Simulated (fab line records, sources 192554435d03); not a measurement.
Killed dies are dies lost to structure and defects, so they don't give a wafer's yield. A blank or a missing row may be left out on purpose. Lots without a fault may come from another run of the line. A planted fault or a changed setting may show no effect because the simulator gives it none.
Which tool did it? | flow n5_finfet | 10 lots, 29 wafers sampled, at 1 step of a route of 1938

WHAT THE GAUGES READ, wafer by wafer
N5_BEOL_M4_RC_MEAS_101. Usual: DIBL_N 36.8 mV/V, standard deviation 2.2; DIBL_P 37.1 mV/V, standard deviation 2.8; IOFF_N 0.17 nA/um, standard deviation 0.04; IOFF_P 0.22 nA/um, standard deviation 0.049; ION_N 672 uA/um, standard deviation 16; ION_P 460 uA/um, standard deviation 9.2; SS_N 71.6 mV/dec, standard deviation 0.69; SS_P 73.5 mV/dec, standard deviation 0.78; VT_N 249 mV, standard deviation 3.6; VT_P -250 mV, standard deviation 3.9.
lot  | measured     | on        | DIBL_N (mV/V)  | DIBL_P (mV/V)  | IOFF_N (nA/um) | IOFF_P (nA/um) | ION_N (uA/um) | ION_P (uA/um) | SS_N (mV/dec)  | SS_P (mV/dec)  | VT_N (mV)   | VT_P (mV)      | flag
L825 | day 7 14:53  | prober-01 | 34.6 39.5 40.4 | 32.9 37.6 38.7 | 0.13 0.21 0.24 | 0.15 0.21 0.22 | 677 667 674   | 457 451 450   | 71.2 72.4 72.4 | 72.6 74.0 73.6 | 251 249 247 | -253 -253 -254 |
L829 | day 8 11:29  | prober-01 | 38.7 37.9 39.3 | 39.2 38.7 41.2 | 0.19 0.18 0.21 | 0.25 0.24 0.31 | 684 680 684   | 468 468 468   | 71.9 72.0 72.5 | 74.3 73.4 74.8 | 246 245 245 | -246 -248 -247 |
L836 | day 10 10:10 | prober-01 | 32.9 37.9      | 31.9 39.1      | 0.10 0.19      | 0.13 0.24      | 647 674       | 440 455       | 70.6 71.9      | 71.9 74.7      | 260 247     | -257 -251      |
L838 | day 11 02:58 | prober-02 | 33.8 36.5 32.0 | 33.3 36.7 31.2 | 0.12 0.15 0.10 | 0.21 0.27 0.18 | 645 659 656   | 455 468 461   | 70.3 71.6 70.1 | 72.8 73.7 72.2 | 253 252 255 | -248 -247 -248 |
L840 | day 11 03:20 | prober-01 | 38.5 36.3 38.6 | 37.9 34.9 39.1 | 0.19 0.14 0.19 | 0.23 0.18 0.26 | 677 656 683   | 463 455 467   | 71.9 71.9 71.8 | 73.2 72.3 73.4 | 249 252 246 | -249 -253 -248 |
L839 | day 11 14:58 | prober-01 | 37.3 34.7 36.9 | 36.9 34.5 37.7 | 0.17 0.13 0.17 | 0.24 0.22 0.27 | 691 666 687   | 473 471 484   | 71.6 71.1 71.4 | 73.0 72.8 72.6 | 249 249 248 | -243 -247 -244 |
L841 | day 11 20:58 | prober-02 | 38.9 35.0 36.6 | 41.8 36.9 38.8 | 0.22 0.15 0.17 | 0.27 0.19 0.22 | 699 680 678   | 471 470 462   | 72.3 71.7 72.0 | 74.2 73.0 73.4 | 248 249 248 | -247 -248 -247 |
L843 | day 12 16:10 | prober-02 | 34.0 36.2 34.6 | 33.7 35.2 33.4 | 0.13 0.15 0.14 | 0.19 0.20 0.17 | 664 652 659   | 458 452 455   | 70.4 71.9 71.2 | 73.1 73.1 73.2 | 252 252 250 | -252 -254 -253 |
L845 | day 12 22:41 | prober-02 | 36.9 37.4 34.4 | 38.3 38.9 35.1 | 0.19 0.20 0.15 | 0.26 0.28 0.21 | 668 671 664   | 455 464 459   | 72.0 71.7 70.9 | 74.8 74.4 73.9 | 249 246 248 | -247 -244 -247 |
L847 | day 13 15:09 | prober-02 | 34.2 34.4 36.8 | 34.1 35.3 37.6 | 0.13 0.13 0.17 | 0.16 0.18 0.21 | 643 671 685   | 441 459 456   | 72.1 71.4 72.5 | 72.9 73.7 74.1 | 254 253 248 | -256 -255 -252 |

WHICH TOOL RAN EACH LOT (tool, then ch and the chambers of the sampled wafers, then the start)
The record holds no process step before these readings.

WHAT THE TOOLS THEMSELVES READ (means of the sampled wafers that have a number; where no wafer has one, the mark that the record gives instead)
The record holds no such reading with a usual standard deviation.

THE ANSWER, worked out from the rows above alone
Rule: a lot is off if the mean of its wafers that have a number lies more than 3 standard deviations from the usual mean. A lot without any number at a reading at which 4 lots or more have one is off too. The other lots that the step has rows for count as sound. The gauges are gone through in route order, then the tools' own readings, and for those a lot's mean is taken as printed above. The first step at which some lot is off is used, and at that step the reading that is off furthest; a lot without a number counts as furthest.
No lot is off at any reading shown: from this, nothing can be told.

WHAT THE SIMULATOR HAD PUT IN
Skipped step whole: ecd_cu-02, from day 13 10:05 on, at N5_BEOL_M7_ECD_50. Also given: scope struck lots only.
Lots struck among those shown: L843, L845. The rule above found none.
